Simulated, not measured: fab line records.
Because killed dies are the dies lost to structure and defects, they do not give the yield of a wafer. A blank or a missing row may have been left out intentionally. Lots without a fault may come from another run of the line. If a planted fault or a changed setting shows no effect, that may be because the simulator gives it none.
Comparing a struck lot with a sound one + flow n5 finfet + 36 steps out of a route of 1938
Sound: the wafers L346.3, L346.5, L346.6. Wafers L339.1, L339.2, L339.4 were the ones struck. At the end, the cause is stated.
At each step with rows: each side's tool, then ch and its chambers, then its first start. Under that, the readings that differ: sound wafers + struck wafers + difference of the means + sigmas: that difference in standard deviations of wafers without a fault.
alike: a reading whose means differ by less than 2 such deviations, as well as words and numbers matching on both sides. not compared: withheld readings; readings where some wafer has no value; bounds like >300 that might hide an equal value; numbers whose values overlap and for which the record gives no deviation.
A row with sigmas, a row that says differs or no value, or rows on one side alone: a step with any of these is where the two part. When numbers do not overlap yet have no deviation, they are printed without sigmas and do not part them. Lack of a reading on every wafer of one side parts them only where that side has two or more wafers.

first, 9 steps without rows for these wafers: N5_BEOL_M4_ANNEAL_95 (time 240 s); N5_BEOL_M4_SPUTTER_96 (material Cu, target thk 4.5 nm, time 8.29 s); N5_BEOL_M4_ECD_50 (material Cu, target thk 300 nm); N5_BEOL_M4_ANNEAL_51 (time 90 s); N5_BEOL_M4_CMP_52 (polishes, stops on SiOC, t overpolish 6.8 s, target thk 40 nm); N5_BEOL_M4_PRE_CLEAN_60 (time 15 s); N5_BEOL_M4_CO_CAP_55 (material Co, precursor CCTBA/H2, target thk 2 nm, time 102.1 s); N5_BEOL_M4_PRE_CLEAN_56 (time 15 s); N5_BEOL_M4_DEP_57 (deposits SiCN from 3MS/NH3, target thk 8 nm, time 14 s).
N5_BEOL_M4_RC_MEAS_101:
  sound on prober-01 ch 0, day 10 22:37; struck on prober-02 ch 0, day 8 20:43
| reading       | sound          | struck         | difference | sigmas |
|---------------|----------------|----------------|------------|--------|
| DIBL_N (mV/V) | 38.1 37.9 37.4 | 34.4 30.5 35.5 | -4.3       | -2     |
| ION_N (uA/um) | 696 683 686    | 674 646 665    | -27        | -2     |
| VT_N (mV)     | 247 247 248    | 254 260 251    | +8         | +2     |
  alike: DIBL_P, IOFF_N, IOFF_P, ION_P, SS_N, SS_P, VT_P
then, 24 steps without rows for these wafers: N5_BEOL_M5_ILD_DEP_00 (deposits SiCOH lowk from DEMS/porogen, target thk 140.64 nm, time 25.9 s); N5_BEOL_M5_CURE_79 (cures SiCOH lowk, time 240 s); N5_BEOL_M5_PECVD_70 (deposits SiO2 from TEOS/O2, target thk 16 nm, time 18 s); N5_BEOL_M5_HM_DEP_02 (deposits TiN, target thk 20 nm); N5_BEOL_M5_COAT_59 (time 60 s, resist thk 60 nm); N5_BEOL_M5_COAT_60 (time 60 s, resist thk 12 nm); N5_BEOL_M5_COAT_71 (time 60 s, resist thk 5 nm); N5_BEOL_M5_COAT_05 (resist thk 30 nm); N5_BEOL_M5_EBR_07; N5_BEOL_M5_SOFTBAKE_06 (time 60 s); N5_BEOL_M5_EXPOSE_08 (exposes mask M5, target cd 28 nm); N5_BEOL_M5_PEB_09 (peb time 60 s); N5_BEOL_M5_DEVELOP_10 (develop time 30 s); N5_BEOL_M5_DESCUM_16 (chemistry O2, time 7 s); N5_BEOL_M5_ETCH_72 (etches underlayer in N2/H2, target depth 6.5 nm, time 5.2 s); N5_BEOL_M5_ETCH_61 (etches SiARC in CF4, target depth 15.6 nm, time 26 s); N5_BEOL_M5_ETCH_62 (etches SOC in N2/H2, target depth 75 nm, overetch 15 nm, time 112.5 s); N5_BEOL_M5_STRIP_63 (strips in N2/H2); N5_BEOL_M5_STRIP_73 (strips in N2/H2); N5_BEOL_M5_STRIP_64 (strips in CF4); N5_BEOL_M5_HM_OPEN_17 (chemistry Cl2/BCl3, target TiN, target depth 20 nm, overetch 6 nm); N5_BEOL_M5_STRIP_19 (strips in O2); N5_BEOL_M5_COAT_65 (time 60 s, resist thk 60 nm); N5_BEOL_M5_COAT_66 (time 60 s, resist thk 12 nm).
-- a jump in the record: the struck wafers' starts before and after are 4 days apart (it breaks off in module BEOL_M5 and resumes in module MIM_TOP, where the first step shown is number 1836 of the route) --
N5_MIM_TOP_ALD_02: deposits Al2O3, purge time 3 s, co reactant pulse time 3 s.
  sound on ald hk-02 ch 0,3, day 14 23:00; struck on ald hk-03 ch 0,1,2, day 13 02:00
| reading                    | sound             | struck | difference                    | sigmas |
|----------------------------|-------------------|--------|-------------------------------|--------|
| precursor pulse height rel | 0.958 0.949 1.016 | - - -  | no value on the struck wafers |        |
N5_PASSIVATION_PROBE_49:
  sound on prober-02, day 15 12:12; struck on prober-02, day 13 14:37
| reading                  | sound          | struck         | difference | sigmas |
|--------------------------|----------------|----------------|------------|--------|
| defect limited yield (%) | 89.3 92.7 90.7 | 86.2 86.1 86.9 | -4.5       | -3     |
| killed at other          | 17 9 12        | 50 54 52       | +39        | +11    |
| killed dies              | 126 86 110     | 163 164 154    | +53        | +4     |
| sort_bin_5_function (%)  | 5.8 3.5 4.6    | 9.6 10.2 9.3   | +5.1       | +6     |
| sort_bin_8_speed (%)     | 0 0 0          | 0 0.34 0       | +0         | +4     |
| sort n pass              | 1054 1094 1070 | 1017 1012 1026 | -54        | -4     |
| sort yield pct (%)       | 89.3 92.7 90.7 | 86.2 85.8 86.9 | -4.6       | -4     |
  alike: killed_at_M0_to_M3, killed_at_M4_up, killed at contacts, killed at front end, killed on rim, killed open, killed short, sort_bin_6_memory

WHERE THEY PART
Last at N5_PASSIVATION_PROBE_49 as far as this record goes, first at N5_BEOL_M4_RC_MEAS_101.

WHY: what the simulator had put in
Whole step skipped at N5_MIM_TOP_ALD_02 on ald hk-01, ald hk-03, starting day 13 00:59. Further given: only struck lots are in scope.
